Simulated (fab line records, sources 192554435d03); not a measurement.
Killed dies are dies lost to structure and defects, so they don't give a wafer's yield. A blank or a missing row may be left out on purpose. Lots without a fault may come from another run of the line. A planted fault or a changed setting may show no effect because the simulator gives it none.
One fault seen from 2 desks | flow n5_finfet | each desk has only its own numbers; what lay behind them comes last

THE METROLOGY DESK
What the gauges read, lot by lot, whatever tool the lot ran on: means of the sampled wafers that have a number. A lot is out of limits, marked OUT, if its mean lies more than 4 standard deviations from the usual mean; the brackets give that distance.
Columns: A = cd_nm at N5_MIM_TOP_LITHO_CD_MEAS_08, usual 2000.3 nm
lot  | first seen here | A
L362 | day 13 06:09    | 2000.9
L363 | day 13 13:43    | 2000.9
L364 | day 13 17:50    | 1999.7
L365 | day 13 22:01    | 2001.2
L366 | day 14 09:03    | 1999.6
L368 | day 14 12:14    | 1997.8
L367 | day 14 13:55    | 1997.6
L369 | day 14 19:25    | 2002.2
L371 | day 15 04:06    | 1999.3
L372 | day 15 07:28    | 2002.4
L381 | day 18 08:15    | 1998.6
L382 | day 18 20:58    | 2000.3
This desk's finding: nothing out of limits on any of the 12 lots.

THE TOOL OWNER'S DESK: pvd_sputter-03
The tool's own readings at N5_BEOL_M1_SPUTTER_94 (material Cu, target thk 4.5 nm, time 8.29 s): means of the sampled wafers that have a number, for each lot that ran on this tool. A lot is out of limits, marked OUT, if its mean lies more than 4 standard deviations from the usual mean; the brackets give that distance.
Columns: A = throttle_valve_pct at N5_BEOL_M1_SPUTTER_94, usual 30.0 %
lot  | first seen here | A
L363 | day 6 11:37     | 30.3
L364 | day 6 21:48     | 30.1
L366 | day 7 12:49     | 29.7
L368 | day 7 19:59     | 30.0
L371 | day 8 21:09     | 29.9
L381 | day 11 17:23    | 29.9
L382 | day 12 02:49    | 29.5
This desk's finding: nothing out of limits on any of the 7 lots.

PUT TOGETHER
The metrology desk saw nothing out of limits.
The tool owner's desk saw nothing out of limits.

WHAT THE SIMULATOR HAD PUT IN
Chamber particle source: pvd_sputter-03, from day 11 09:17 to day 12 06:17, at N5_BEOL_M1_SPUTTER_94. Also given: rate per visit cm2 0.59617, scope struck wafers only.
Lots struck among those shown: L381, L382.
